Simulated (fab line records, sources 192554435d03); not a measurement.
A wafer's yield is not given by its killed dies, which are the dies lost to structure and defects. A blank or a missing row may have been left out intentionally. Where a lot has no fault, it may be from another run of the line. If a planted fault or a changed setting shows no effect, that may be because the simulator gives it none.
One fault through the eyes of 2 desks || flow n5Finfet || only its own numbers are on each desk; what lay behind them is given at the end

== THE DEFECT DESK ==
Lot by lot, what the route's inspections counted, given as the mean of those sampled wafers with a number. The brackets show how far a lot's mean lies from the usual mean; more than 4 standard deviations puts the lot out of limits, marked OUT.
Columns: A = rawDefectCount at N5_MOL_CONTACT_COAG_INSPECT_42, usual 195
{"lot": "L473", "first seen here": "day 5 19:56", "A": 208}
{"lot": "L474", "first seen here": "day 5 23:37", "A": 200}
{"lot": "L479", "first seen here": "day 7 06:25", "A": "787 (+12) OUT"}
{"lot": "L484", "first seen here": "day 8 15:00", "A": "640 (+8.7) OUT"}
{"lot": "L485", "first seen here": "day 8 16:04", "A": 276}
{"lot": "L487", "first seen here": "day 9 03:09", "A": 240}
{"lot": "L491", "first seen here": "day 10 03:35", "A": 153}
{"lot": "L494", "first seen here": "day 10 19:10", "A": 185}
Finding of this desk: L479, L484 out of limits; the first was L479 at day 7 06:25, on rawDefectCount at N5_MOL_CONTACT_COAG_INSPECT_42. In limits: L473, L474, L485, L487, L491, L494.

== AT THE METROLOGY DESK ==
What the gauges read, lot by lot, whatever tool the lot ran on: means of the sampled wafers that have a number. The brackets show how far a lot's mean lies from the usual mean; more than 4 standard deviations puts the lot out of limits, marked OUT. Readings shown: 7 of its 10, picked as those furthest out on some lot.
Columns: A = DIBL_N at N5_BEOL_M4_RC_MEAS_101, usual 35.9 mV/V; B = IOFF_P at N5_BEOL_M4_RC_MEAS_101, usual 0.204 nA/um; C = ION_N at N5_BEOL_M4_RC_MEAS_101, usual 673 uA/um; D = ION_P at N5_BEOL_M4_RC_MEAS_101, usual 462 uA/um; E = SS_P at N5_BEOL_M4_RC_MEAS_101, usual 73.2 mV/dec; F = VT_N at N5_BEOL_M4_RC_MEAS_101, usual 250.3 mV; G = VT_P at N5_BEOL_M4_RC_MEAS_101, usual -250.6 mV
{"lot": "L473", "first seen here": "day 8 20:23", "A": 33.7, "B": 0.195, "C": 667, "D": 463, "E": 72.6, "F": 250.6, "G": -250.3}
{"lot": "L474", "first seen here": "day 9 18:23", "A": 35.9, "B": 0.192, "C": 679, "D": 458, "E": 73.5, "F": 250.0, "G": -253.1}
{"lot": "L479", "first seen here": "day 10 22:23", "A": 36.8, "B": 0.222, "C": 686, "D": 468, "E": 73.4, "F": 246.4, "G": -248.9}
{"lot": "L485", "first seen here": "day 12 07:56", "A": 33.7, "B": 0.213, "C": 684, "D": 473, "E": 72.9, "F": 249.6, "G": -247.9}
{"lot": "L484", "first seen here": "day 12 10:53", "A": 37.1, "B": 0.243, "C": 680, "D": 472, "E": 73.1, "F": 249.2, "G": -245.1}
{"lot": "L487", "first seen here": "day 12 12:38", "A": 35.4, "B": 0.195, "C": 666, "D": 463, "E": 73.1, "F": 251.3, "G": -250.1}
{"lot": "L491", "first seen here": "day 13 17:28", "A": 35.9, "B": 0.182, "C": 671, "D": 454, "E": 73.3, "F": 249.6, "G": -254.8}
{"lot": "L494", "first seen here": "day 14 22:47", "A": 35.5, "B": 0.225, "C": 667, "D": 471, "E": 73.0, "F": 251.2, "G": -246.5}
This desk's finding: nothing out of limits on any of the 8 lots.

== PUT TOGETHER ==
The defect desk could have raised an alarm at day 7 06:25, on L479, L484.
From the metrology desk's view, nothing was out of limits.
The metrology desk has L479, L484 on record, within its limits.
Of the lots named, all ran N5_MOL_CONTACT_COAG_PRECLEAN_144 on wetBench-06.

== WHAT THE SIMULATOR PUT IN ==
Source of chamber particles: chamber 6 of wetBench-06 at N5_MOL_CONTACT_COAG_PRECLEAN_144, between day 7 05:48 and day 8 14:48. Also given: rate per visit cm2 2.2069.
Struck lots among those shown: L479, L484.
Hours from the fault's start to each desk's first reading out of limits: the defect desk, 1.
